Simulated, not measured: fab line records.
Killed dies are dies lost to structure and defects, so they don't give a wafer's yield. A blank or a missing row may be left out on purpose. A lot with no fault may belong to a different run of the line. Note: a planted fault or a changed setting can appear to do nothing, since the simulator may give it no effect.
Problem report, 8D (eight disciplines) form, completed by code / flow n5-finfet / the parts of the form that need people (team, actions taken, sign-off) are left out

1. THE PROBLEM
A mean of 163.5 W is read at N5_MIM_BOT_ETCH_ETCH_00 for bias-w, taken on 1 wafer of 1 lot, against 126.0 W (standard deviation 0.35) on wafers free of any fault. That is +99 or more standard deviations from the usual mean.
The step: etches TiN in Cl2/BCl3, target depth 45.5 nm.
Seen first at day 14 14:43 on rie-metal-01, wafer L330.1. The record holds 30 wafers of 10 lots with a number at this step. The rule behind "out" and "out of limits": a value lying over 4 standard deviations away from the usual mean. All remaining wafers that have a number are taken as sound.

2. WHAT IT IS AND WHAT IT IS NOT
question=which readings at this step | is=bias-w | is not=chamber-pressure-mTorr, drypump-motor-current-A, he-backside-leak-sccm, oes_ar_750_au, oes-product-au, throttle-valve-pct
question=which lots | is=L330 | is not=L322, L323, L328, L329, L335, L337, L340, L341, L343
question=which wafers of those lots | is=L330.1 | is not=L330.2, L330.3
question=read on which tools | is=rie-metal-01 | is not=rie-metal-02, rie-metal-03
question=when | is=from day 14 14:43 | is not=up to then (14 sound wafers); but 15 sound wafers of L335, L337, L340, L341, L343 came after

3. WHAT RULES OUT EACH SUSPECT
Counting: any tool at a process step up to the reading remains a suspect provided it ran every lot that is out. Sound lots after the first of them don't rule it out here, since some wafers of a struck lot are sound.
- pvd-sputter-03 at N5_BEOL_M15_SPUTTER_43 (material TaN, target thk 15 nm, time 24.19 s): kept. L330, the lot that is out, went through it at day 14 06:19; up to then, the latest sound lot through it was L329 at day 14 05:05.
- rie-metal-01 at N5_MIM_BOT_ETCH_ETCH_00 (etches TiN in Cl2/BCl3, target depth 45.5 nm): kept. L330, the lot that is out, went through it at day 14 14:43; up to then, the latest sound lot through it was L328 at day 14 04:52. Its own bias-w readings are out on those wafers.
- At N5_MIM_BOT_ETCH_ETCH_00 on rie-metal-01, chamber 1 took the sound wafers of the same lots and chamber 0 took the wafers that are out.
Remaining after the count are pvd-sputter-03 at N5_BEOL_M15_SPUTTER_43 and rie-metal-01 at N5_MIM_BOT_ETCH_ETCH_00.

4. THE CAUSE (what the simulator had put in)
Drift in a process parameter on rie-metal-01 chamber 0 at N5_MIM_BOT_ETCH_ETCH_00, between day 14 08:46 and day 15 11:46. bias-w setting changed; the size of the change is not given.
Counting leaves 2 suspects; this tool is one of them.

5. THE EFFECT CHAIN, in route order
Each row: a reading where the mean over the struck wafers with a number is more than 3 standard deviations away from the usual. Scope: only readings with a usual standard deviation given in the record; hours: median across lots of the time from each lot's start at the first step in this table that gives one to its start at this step; sigmas: change in usual standard deviations.
hours=0; step=N5_MIM_BOT_ETCH_ETCH_00; reading=bias-w; usual=126.0 W; on struck wafers=163.5; change=+37.5; sigmas=+99 or more
Its process steps:
- N5_MIM_BOT_ETCH_ETCH_00: etches TiN in Cl2/BCl3, target depth 45.5 nm.

6. HOW IT WOULD HAVE BEEN CAUGHT EARLIER
First out-of-limits reading in this record: day 14 14:43, which is 6 hours after fault onset at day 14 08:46.
